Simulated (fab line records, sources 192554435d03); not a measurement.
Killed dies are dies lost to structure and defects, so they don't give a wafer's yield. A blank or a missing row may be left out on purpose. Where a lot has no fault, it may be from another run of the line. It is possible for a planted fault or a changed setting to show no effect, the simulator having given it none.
fab line records | flow n5-finfet
record: lots: 6 wafers: 18 last-day: 18
route steps=1938 shown MIM_TOP_LITHO@1841 MIM_TOP_ETCH@1851 MIM_BOT_LITHO@1854 MIM_BOT_ETCH@1866
lots with no fault: from the same line, run without faults
start-h: start of the lot's first displayed wafer, in hours after the record's first day | wait-h: time in hours since the lot's previous step | " unchanged from the row above | L1.1+2: a row that stands for several wafers | - value missing, or start not given | * or withheld: withheld | < > ~ a bound
route shown NAME@n: a module of which the file shows steps, and the number in the route of the first | usual: mean and standard deviation over wafers with no fault | same: alike in all rows | chamber/n: place in a boat | sites: each site's reading | _std_site: standard deviation of those values | _edge_site: the outer-site mean with the inner-site mean subtracted | radius-mm: for every site, how far away it sits from the centre of the wafer | mask NAME#n: copy n | behind: the tool/chamber that last shaped the wafer | hold: cause of the lot's hold/its duration in hours/its outcome | device: transistor that didn't switch, given as n, p or np | end of line: the same wafers' tests at the end of the route | a step without rows: its recipe alone | killed: count of dies lost to structure and defects at first sort (not the wafer's yield) | map: a wafer's dies, x killed, . not, _ none there
set.NAME: the setting as run; set.NAME@STEP: as run at that earlier step | model.NAME: the simulator's own value behind a step, which no gauge read
a table for each step, a row for each wafer; lots at some steps of the route
services: from which hour (start-h, from the record's first day; less than 0 if before it) a tool's chamber was out of use, for how many hours, and why
== steps ==
step: N5_MIM_TOP_LITHO_EBR_04
recipe: solvent: PGMEA ebr-width-mm: 1.5
step: N5_MIM_TOP_LITHO_SOFTBAKE_03
recipe: temp-c: 100 time-s: 90
step: N5_MIM_TOP_LITHO_EXPOSE_05
recipe: mask-id: MIM_TOP na: 0.55 source-shape: conventional sigma-outer: 0.8 polarization: unpolarized target-cd-nm: 2000 dose-mj: 20.5
step: N5_MIM_TOP_LITHO_PEB_06
recipe: peb-temp-c: withheld peb-time-s: *
step: N5_MIM_TOP_LITHO_DEVELOP_07
recipe: develop-time-s: 60 rinse-liquid: diw dry: air-spin dev-temp-c: 21
step: N5_MIM_TOP_LITHO_HARDBAKE_09
recipe: temp-c: 130 time-s: 120
step: N5_MIM_TOP_LITHO_CD_MEAS_08
recipe: target-cd-nm: 2000 landing-energy-ev: 500 detector: se-inlens
usual: cd-nm: 2001.5/2.2
columns lot.wafer tool chamber start-h wait-h cd-nm
L150.2 cd-sem-01 0 276.19 - 2000.9
L150.3 " 0 " " 2003.3
L150.4 " 0 " " 2002.3
L157.3 cd-sem-02 0 319.35 - 2002.7
L157.4 " 0 " " 2000.7
L157.6 " 0 " " 1997.4
L158.1 cd-sem-03 0 326.60 - 2005.0
L158.3 " 0 " " 2004.0
L158.4 " 0 " " 2005.2
L165.2 cd-sem-01 0 366.05 - 2002.1
L165.5 " 0 " " 1998.0
L165.6 " 0 " " 1998.0
L170.1 cd-sem-01 0 386.90 - 1999.8
L170.5 " 0 " " 2001.2
L170.6 " 0 " " 1998.1
L172.2 cd-sem-01 0 428.77 - 2007.1
L172.3 " 0 " " 1999.7
L172.4 " 0 " " 2004.0
step: N5_MIM_TOP_LITHO_OVL_MEAS_11
recipe: points-per-wafer: 44
usual: MIM_TOP_OVL: -1/5.7
columns lot.wafer tool chamber start-h wait-h MIM_TOP_OVL[nm]
L150.2 overlay-01 0 276.22 0.0 2
L150.3 " 0 " " -8
L150.4 " 0 " " 0
L157.3 overlay-02 0 319.38 0.0 -2
L157.4 " 0 " " 4
L157.6 " 0 " " 8
L158.1 overlay-01 0 326.63 0.0 -7
L158.3 " 0 " " -4
L158.4 " 0 " " 1
L165.2 overlay-02 0 366.09 0.0 -7
L165.5 " 0 " " -3
L165.6 " 0 " " 1
L170.1 overlay-01 0 386.93 0.0 1
L170.5 " 0 " " -1
L170.6 " 0 " " 4
L172.2 overlay-01 0 428.80 0.0 6
L172.3 " 0 " " 14
L172.4 " 0 " " 6
step: N5_MIM_TOP_LITHO_INSPECT_12
recipe: mode: adi inspect-instrument: macro
usual: raw-defect-count: 1.9/1.6
columns lot.wafer tool chamber start-h wait-h raw-defect-count
L150.2 defect-inspect-02 - 276.25 0.0 4
L150.3 " - " " 0
L150.4 " - " " 4
L157.3 defect-inspect-02 - 319.40 0.0 3
L157.4 " - " " 2
L157.6 " - " " 1
L158.1 defect-inspect-02 - 326.65 0.0 2
L158.3 " - " " 2
L158.4 " - " " 0
L165.2 defect-inspect-02 - 366.12 0.0 2
L165.5 " - " " 3
L165.6 " - " " 1
L170.1 defect-inspect-01 - 386.95 0.0 5
L170.5 " - " " 0
L170.6 " - " " 5
L172.2 defect-inspect-01 - 428.82 0.0 2
L172.3 " - " " 2
L172.4 " - " " 3
step: N5_MIM_TOP_LITHO_DESCUM_10
recipe: chemistry: O2 time-s: 7.9 source-power-w: 50 bias-power-w: 20 pressure-mtorr: 20 rf-frequency-hz: 2.712e+07 temp-c: 40 o2-flow-sccm: 225
usual: drypump-motor-current-A: 5.6/0.48 oes-product-au: 0.81/0.071 rf-vpp-V: 243.3/1.6 showerhead-plenum-p-Torr: 2.10/0.083 throttle-valve-pct: 20.37/0.24
columns lot.wafer tool chamber start-h wait-h drypump-motor-current-A oes-product-au rf-hours-counter-h rf-vpp-V showerhead-plenum-p-Torr throttle-valve-pct
L150.2 rie-diel-06 0 276.28 0.0 5.5 0.90 37 244.0 2.23 20.34
L150.3 " 3 " " 5.3 0.85 49 241.8 2.05 20.13
L150.4 " 2 " " 5.5 0.82 89 243.5 2.11 20.72
L157.3 rie-diel-02 3 319.43 0.0 6.5 0.99 1 245.8 2.21 19.69
L157.4 " 1 " " 5.4 0.91 24 245.4 2.22 20.16
L157.6 " 3 " " 6.6 0.98 - 244.4 2.21 19.69
L158.1 rie-diel-06 3 326.77 0.1 5.3 0.84 68 243.4 2.04 20.15
L158.3 " 1 " " 4.9 0.76 171 244.1 2.09 20.27
L158.4 " 2 " " 5.5 0.79 107 244.5 2.11 20.74
L165.2 rie-diel-01 2 366.59 0.5 5.1 0.86 67 243.1 2.04 20.00
L165.5 " 1 " " 6.7 0.83 - 241.9 2.03 20.53
L165.6 " 2 " " 5.1 0.86 - 244.0 2.04 20.01
L170.1 rie-diel-01 1 387.12 0.2 6.7 0.82 80 240.8 2.03 20.56
L170.5 " 1 " " 6.7 0.82 - 242.1 2.03 20.57
L170.6 " 0 " " 6.0 0.72 - 244.4 2.06 20.38
L172.2 rie-diel-06 1 428.92 0.1 4.9 0.73 205 243.6 2.07 20.32
L172.3 " 3 " " 5.3 0.80 105 241.5 2.03 20.20
L172.4 " 0 " " 5.6 0.82 90 244.4 2.21 20.44
step: N5_MIM_TOP_ETCH_ETCH_00
recipe: chemistry: Cl2/BCl3 target: TiN target-depth-a: 385 ion-energy-ev: 150 pressure-mtorr: 10 icp-w: 1000 bias-w: 126 Cl2_flow_sccm: 53.25 bcl3-flow-sccm: 21.75 Ar_flow_sccm: 25
step: N5_MIM_TOP_ETCH_STRIP_01
recipe: chemistry: O2 power-w: 600 temp-c: 60 pressure-mtorr: 30 rf-frequency-hz: 6e+07 bias-power-w: 0 overash-fraction: 0.5 o2-flow-sccm: 225
usual: drypump-motor-current-A: 5.7/0.45 oes-product-au: 0.76/0.091 rf-vpp-V: 3.7/1.3 showerhead-plenum-p-Torr: 2.11/0.059 throttle-valve-pct: 16.79/0.27
columns lot.wafer tool chamber start-h wait-h drypump-motor-current-A oes-product-au rf-hours-counter-h rf-vpp-V showerhead-plenum-p-Torr throttle-valve-pct
L150.2 rie-diel-05 1 276.63 0.2 5.5 0.68 211 6.9 2.08 16.94
L150.3 " 0 " " 5.8 0.70 218 4.3 2.19 17.02
L150.4 " 2 " " 5.3 0.69 207 2.8 2.09 16.74
L157.3 rie-diel-05 3 319.72 0.1 5.8 0.71 206 4.0 2.07 16.87
L157.4 " 2 " " 5.3 0.68 220 6.1 2.08 16.71
L157.6 " 0 " " 5.8 0.69 - 2.6 2.18 17.01
L158.1 rie-diel-03 0 327.00 0.1 5.5 0.82 101 1.5 2.03 16.74
L158.3 " 1 " " 5.1 0.74 195 3.9 2.10 16.91
L158.4 " 3 " " 5.6 0.73 - 3.6 2.17 17.18
L165.2 rie-diel-04 1 366.89 0.2 5.6 0.72 169 5.6 2.09 17.05
L165.5 " 3 " " 4.9 0.90 - 2.9 2.06 16.59
L165.6 " 2 " " 6.6 0.88 - 2.7 2.23 16.26
L170.1 rie-diel-04 0 387.42 0.2 6.2 0.68 256 3.0 2.06 16.83
L170.5 " 0 " " 6.1 0.68 - 4.9 2.07 16.81
L170.6 " 1 " " 5.5 0.72 - 1.9 2.09 17.07
L172.2 rie-diel-04 2 429.21 0.2 6.5 0.83 59 3.4 2.22 16.28
L172.3 " 3 " " 4.9 0.84 51 3.9 2.06 16.66
L172.4 " 1 " " 5.6 0.71 196 1.2 2.08 17.13
step: N5_MIM_TOP_ETCH_PECVD_03
recipe: material: SiNx target-thk-a: 200 temp-c: 400 precursor: SiH4/NH3/N2 pressure-torr: 1.5 rf-w: 300 time-s: 17.6
usual: heater-power-w: 788/58 showerhead-plenum-p-Torr: 5.17/0.057 throttle-valve-pct: 39.0/2.8
columns lot.wafer tool chamber start-h wait-h heater-power-w showerhead-plenum-p-Torr throttle-valve-pct model.SiNx_of_MIM_TOP_ETCH_PECVD_03.thk-nm
L150.2 pecvd-01 1 276.69 - 771 5.09 37.9 20.4
L150.3 " 2 " " 761 5.16 33.9 20.2
L150.4 " 1 " " 749 5.10 37.7 20.4
L157.3 pecvd-01 2 319.81 - 666 5.15 34.3 19.2
L157.4 " 1 " " 829 5.11 37.6 19.6
L157.6 " 1 " " 853 5.09 37.6 19.4
L158.1 pecvd-01 2 327.06 - 796 5.17 34.3 19
L158.3 " 2 " " 783 5.18 34.2 19.2
L158.4 " 1 " " 792 5.10 37.3 19.8
L165.2 pecvd-02 0 366.95 - 884 5.08 36.4 19.8
L165.5 " 0 " " 832 5.10 36.8 20.4
L165.6 " 2 " " 812 5.20 41.5 20.2
L170.1 pecvd-02 0 387.48 - 808 5.09 36.2 19.6
L170.5 " 2 " " 693 5.20 41.7 19.8
L170.6 " 1 " " 842 5.20 40.3 19.8
L172.2 pecvd-01 2 429.27 - 785 5.18 34.6 20
L172.3 " 0 " " 822 5.25 43.6 19.8
L172.4 " 0 " " 839 5.26 43.7 20.2
step: N5_MIM_BOT_LITHO_HMDS_01
recipe: time-s: 60 temp-c: 120
step: N5_MIM_BOT_LITHO_COAT_02
recipe: spin-rpm: * resist-thk-nm: *
step: N5_MIM_BOT_LITHO_EBR_04
recipe: solvent: PGMEA ebr-width-mm: 1.5
step: N5_MIM_BOT_LITHO_SOFTBAKE_03
recipe: temp-c: 100 time-s: 90
step: N5_MIM_BOT_LITHO_EXPOSE_05
recipe: mask-id: MIM_BOT na: 0.55 source-shape: conventional sigma-outer: 0.8 polarization: unpolarized dose-mj: 24.25
step: N5_MIM_BOT_LITHO_PEB_06
recipe: peb-temp-c: withheld peb-time-s: *
step: N5_MIM_BOT_LITHO_DEVELOP_07
recipe: develop-time-s: 60 rinse-liquid: diw dry: air-spin dev-temp-c: 21
step: N5_MIM_BOT_LITHO_HARDBAKE_09
recipe: temp-c: 130 time-s: 120
step: N5_MIM_BOT_LITHO_CD_MEAS_08
recipe: target-cd-nm: 3000 landing-energy-ev: 500 detector: se-inlens polarity: opening
usual: cd-nm: 2999.4/2.1
columns lot.wafer tool chamber start-h wait-h cd-nm
L150.2 cd-sem-01 0 277.07 - 3001.4
L150.3 " 0 " " 3000.5
L150.4 " 0 " " 3001.5
L157.3 cd-sem-03 0 320.17 - 2999.1
L157.4 " 0 " " 3003.0
L157.6 " 0 " " 3000.2
L158.1 cd-sem-03 0 327.44 - 2999.1
L158.3 " 0 " " 3000.9
L158.4 " 0 " " 2998.0
L165.2 cd-sem-01 0 367.43 - 2996.3
L165.5 " 0 " " 2997.0
L165.6 " 0 " " 3000.1
L170.1 cd-sem-01 0 387.84 - 2997.8
L170.5 " 0 " " 3000.4
L170.6 " 0 " " 2999.1
L172.2 cd-sem-03 0 429.63 - 3002.8
L172.3 " 0 " " 3001.9
L172.4 " 0 " " 3000.4
step: N5_MIM_BOT_LITHO_OVL_MEAS_11
recipe: points-per-wafer: 44
usual: MIM_BOT_OVL: -4/5.1
columns lot.wafer tool chamber start-h wait-h MIM_BOT_OVL[nm]
L150.2 overlay-02 0 277.10 0.0 -4
L150.3 " 0 " " 5
L150.4 " 0 " " 1
L157.3 overlay-01 0 320.20 0.0 -3
L157.4 " 0 " " 0
L157.6 " 0 " " -1
L158.1 overlay-02 0 327.47 0.0 -2
L158.3 " 0 " " -9
L158.4 " 0 " " -5
L165.2 overlay-02 0 367.46 0.0 -1
L165.5 " 0 " " 4
L165.6 " 0 " " -5
L170.1 overlay-02 0 387.87 0.0 -5
L170.5 " 0 " " -4
L170.6 " 0 " " -8
L172.2 overlay-01 0 429.66 0.0 -7
L172.3 " 0 " " -3
L172.4 " 0 " " 0
step: N5_MIM_BOT_LITHO_INSPECT_12
recipe: mode: adi inspect-instrument: macro
usual: raw-defect-count: 2.1/1.4
columns lot.wafer tool chamber start-h wait-h raw-defect-count
L150.2 defect-inspect-02 - 277.12 0.0 3
L150.3 " - " " 4
L150.4 " - " " 0
L157.3 defect-inspect-01 - 320.22 0.0 1
L157.4 " - " " 2
L157.6 " - " " 3
L158.1 defect-inspect-02 - 327.50 0.0 2
L158.3 " - " " 2
L158.4 " - " " 2
L165.2 defect-inspect-02 - 367.49 0.0 3
L165.5 " - " " 2
L165.6 " - " " 3
L170.1 defect-inspect-02 - 387.89 0.0 6
L170.5 " - " " 0
L170.6 " - " " 4
L172.2 defect-inspect-01 - 429.68 0.0 3
L172.3 " - " " 1
L172.4 " - " " 1
step: N5_MIM_BOT_LITHO_DESCUM_10
recipe: chemistry: O2 time-s: 7.9 source-power-w: 50 bias-power-w: 20 pressure-mtorr: 20 rf-frequency-hz: 2.712e+07 temp-c: 40 o2-flow-sccm: 225
usual: drypump-motor-current-A: 5.6/0.49 oes-product-au: 0.83/0.07 rf-vpp-V: 243.6/1.6 showerhead-plenum-p-Torr: 2.12/0.085 throttle-valve-pct: 20.31/0.27
columns lot.wafer tool chamber start-h wait-h drypump-motor-current-A oes-product-au rf-hours-counter-h rf-vpp-V showerhead-plenum-p-Torr throttle-valve-pct
L150.2 rie-diel-06 3 277.22 0.1 5.3 0.86 50 241.1 2.05 20.11
L150.3 " 0 " " 5.6 0.89 37 245.6 2.23 20.36
L150.4 " 2 " " 5.5 0.81 89 243.5 2.11 20.72
L157.3 rie-diel-02 1 320.25 0.0 5.4 0.90 25 245.1 2.22 20.16
L157.4 " 3 " " 6.6 0.99 1 246.9 2.21 19.69
L157.6 " 3 " " 6.6 1.00 - 244.7 2.21 19.69
L158.1 rie-diel-06 0 327.53 0.0 5.5 0.87 53 245.4 2.23 20.37
L158.3 " 3 " " 5.3 0.84 68 242.6 2.04 20.14
L158.4 " 2 " " 5.5 0.80 107 243.4 2.11 20.74
L165.2 rie-diel-02 1 367.52 0.0 5.4 0.88 41 245.4 2.21 20.18
L165.5 " 1 " " 5.3 0.88 - 244.1 2.21 20.17
L165.6 " 3 " " 6.5 0.93 - 245.6 2.20 19.73
L170.1 rie-diel-01 1 388.12 0.2 6.7 0.83 80 242.1 2.03 20.56
L170.5 " 2 " " 5.1 0.85 - 243.2 2.04 20.02
L170.6 " 3 " " 6.1 0.81 - 240.9 2.05 20.64
L172.2 rie-diel-06 3 429.95 0.3 5.3 0.80 105 241.6 2.03 20.19
L172.3 " 0 " " 5.5 0.81 90 244.7 2.21 20.44
L172.4 " 2 " " 5.5 0.76 142 242.3 2.09 20.82
step: N5_MIM_BOT_ETCH_ETCH_04
recipe: chemistry: CF4/O2 target: SiNx target-depth-a: 260 time-s: 13 ion-energy-ev: 100 pressure-mtorr: 40 source-w: 535 bias-w: 49 Ar_flow_sccm: 100 cf4-flow-sccm: 100 O2_flow_sccm: 10
step: N5_MIM_BOT_ETCH_ETCH_03
recipe: chemistry: Cl2/BCl3 target-depth-a: 120 pressure-mtorr: 8 icp-w: 800 bias-w: 100 Cl2_flow_sccm: 20 bcl3-flow-sccm: 80
usual: bias-w: 100.0/0.31 drypump-motor-current-A: 5.8/0.36 oes-product-au: 0.79/0.097 throttle-valve-pct: 27.58/0.23
columns lot.wafer tool chamber start-h wait-h bias-w drypump-motor-current-A oes-product-au rf-hours-counter-h throttle-valve-pct
L150.2 rie-metal-03 1 277.40 0.1 100.1 5.8 0.88 - 27.82
L150.3 " 1 " " 99.8 5.7 0.88 - 27.85
L150.4 " 1 " " 100.4 5.7 0.88 - 27.83
L157.3 rie-metal-01 0 320.44 0.1 99.9 5.3 0.88 - 27.45
L157.4 " 1 " " 99.6 6.3 0.65 - 27.36
L157.6 " 1 " " 99.9 6.3 0.65 - 27.38
L158.1 rie-metal-02 0 327.68 0.1 99.9 5.8 0.67 92 27.33
L158.3 " 0 " " 100.1 5.8 0.68 - 27.32
L158.4 " 0 " " 99.8 5.8 0.68 - 27.32
L165.2 rie-metal-02 0 367.68 0.1 99.6 5.8 0.67 95 27.32
L165.5 " 0 " " 99.3 5.8 0.67 - 27.33
L165.6 " 1 " " 99.8 5.3 0.81 - 27.94
L170.1 rie-metal-02 1 388.28 0.1 100.1 5.3 0.79 32 27.95
L170.5 " 1 " " 100.1 5.3 0.80 - 27.95
L170.6 " 0 " " 100.5 5.8 0.66 - 27.33
L172.2 rie-metal-03 1 430.10 0.1 100.4 5.7 0.82 30 27.86
L172.3 " 0 " " 100.2 6.2 0.72 - 27.69
L172.4 " 1 " " 99.8 5.7 0.82 - 27.85
step: N5_MIM_BOT_ETCH_ETCH_00
recipe: chemistry: Cl2/BCl3 target: TiN target-depth-a: 455 ion-energy-ev: 150 pressure-mtorr: 10 icp-w: 1000 bias-w: 126 Cl2_flow_sccm: 53.25 bcl3-flow-sccm: 21.75 Ar_flow_sccm: 25
usual: bias-w: 126.0/0.36 drypump-motor-current-A: 5.8/0.36 oes-product-au: 0.79/0.098 throttle-valve-pct: 21.94/0.18
columns lot.wafer tool chamber start-h wait-h bias-w drypump-motor-current-A oes-product-au rf-hours-counter-h throttle-valve-pct
L150.2 rie-metal-03 1 277.59 0.2 125.5 5.7 0.89 - 22.07
L150.3 " 1 " " 126.4 5.7 0.89 - 22.09
L150.4 " 1 " " 125.9 5.7 0.88 - 22.07
L157.3 rie-metal-01 0 320.54 0.1 125.7 5.4 0.89 - 21.70
L157.4 " 1 " " 125.6 6.3 0.65 - 21.89
L157.6 " 1 " " 126.4 6.3 0.65 - 21.87
L158.1 rie-metal-02 0 327.86 0.1 126.3 5.8 0.68 92 21.77
L158.3 " 0 " " 126.6 5.8 0.68 - 21.80
L158.4 " 0 " " 126.1 5.8 0.68 - 21.78
L165.2 rie-metal-02 0 367.77 0.1 125.8 5.8 0.67 95 21.76
L165.5 " 0 " " 125.8 5.8 0.66 - 21.81
L165.6 " 1 " " 125.9 5.3 0.80 - 22.18
L170.1 rie-metal-02 1 388.37 0.1 126.1 5.3 0.79 32 22.17
L170.5 " 1 " " 126.0 5.3 0.79 - 22.18
L170.6 " 0 " " 125.8 5.8 0.67 - 21.81
L172.2 rie-metal-03 1 430.19 0.1 125.7 5.8 0.82 30 22.12
L172.3 " 0 " " 126.5 6.1 0.73 - 22.13
L172.4 " 1 " " 126.3 5.8 0.82 - 22.14
step: N5_MIM_BOT_ETCH_STRIP_01
recipe: chemistry: O2 power-w: 600 temp-c: 60 pressure-mtorr: 30 rf-frequency-hz: 6e+07 bias-power-w: 0 overash-fraction: 0.5 o2-flow-sccm: 225
step: N5_MIM_BOT_ETCH_STRIP_02
recipe: chemistry: post-etch-residue-remover time-s: 1200 temp-c: 72.5
columns lot.wafer tool chamber start-h wait-h model.SiNx_of_MIM_TOP_ETCH_PECVD_03.thk-nm
L150.2+3 wet-bench-02 0,5 277.93 - 20
L150.4 " 1 " " 20.2
L157.3 wet-bench-05 4 320.71 - 18.8
L157.4 " 7 " " 19.2
L157.6 " 5 " " 19
L158.1 wet-bench-02 6 328.19 - 18.6
L158.3 " 5 " " 18.8
L158.4 " 3 " " 19.4
L165.2 wet-bench-05 2 367.98 - 19.4
L165.5 " 3 " " 20
L165.6 " 4 " " 19.8
L170.1 wet-bench-05 6 388.58 - 19.2
L170.5+6 " 0,7 " " 19.4
L172.2 wet-bench-02 3 430.40 - 19.6
L172.3 " 0 " " 19.4
L172.4 " 1 " " 19.8
step: N5_MIM_BOT_ETCH_CLEAN_05
recipe: chemistry: IPA time-s: 180 temp-c: 25
== services ==
columns tool chamber start-h hours kind
rie-diel-04 2 254.91 - clean
rie-diel-04 2 254.91 - consumable-replace:focus-ring
rie-diel-04 2 254.91 - consumable-replace:showerhead
rie-diel-04 2 254.91 16.8 scheduled-down
rie-diel-04 2 254.91 16.8 vent-cycle
rie-metal-03 0 260.76 36.1 repair
rie-diel-02 0 262.90 4.5 repair
pecvd-01 0 272.18 70.1 repair
rie-diel-04 3 285.00 27.2 repair
rie-metal-02 1 294.58 2.0 repair
rie-metal-02 - 299.12 14.6 pm
rie-diel-04 0 322.48 6.7 repair
rie-diel-06 0 323.70 2.2 repair
rie-metal-02 1 325.37 6.3 repair
pecvd-02 - 326.81 1.8 repair
rie-diel-04 - 351.21 1.5 repair
rie-metal-01 - 365.07 14.6 pm
rie-diel-05 1 366.16 8.4 repair
rie-diel-05 - 374.16 14.6 pm
rie-diel-04 3 378.16 8.3 repair
rie-diel-05 0 389.04 11.5 repair
rie-diel-03 1 396.85 17.9 repair
rie-metal-02 1 396.90 33.4 repair
pecvd-01 1 403.15 5.5 scheduled-down
== key ==
first-sign none at tools or gauges
model-effect: step: N5_MIM_TOP_ETCH_PECVD_03 value: SiNx_of_MIM_TOP_ETCH_PECVD_03.thk-nm without: 20 struck: 19.37
model-effect: step: N5_MIM_BOT_ETCH_STRIP_02 value: SiNx_of_MIM_TOP_ETCH_PECVD_03.thk-nm without: 19.7 struck: 18.97
met-at N5_MIM_TOP_ETCH_PECVD_03
struck-wafers L157.3,L157.4,L157.6,L158.1,L158.3,L158.4
onset-between 276.69 319.81
fault: kind: process-parameter-drift tool: pecvd-01 chamber: - onset-h: 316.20 steps: N5_MIM_TOP_ETCH_PECVD_03 channel: time-s offset: * shape: step end-h: 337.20 acts-in: * stated: *
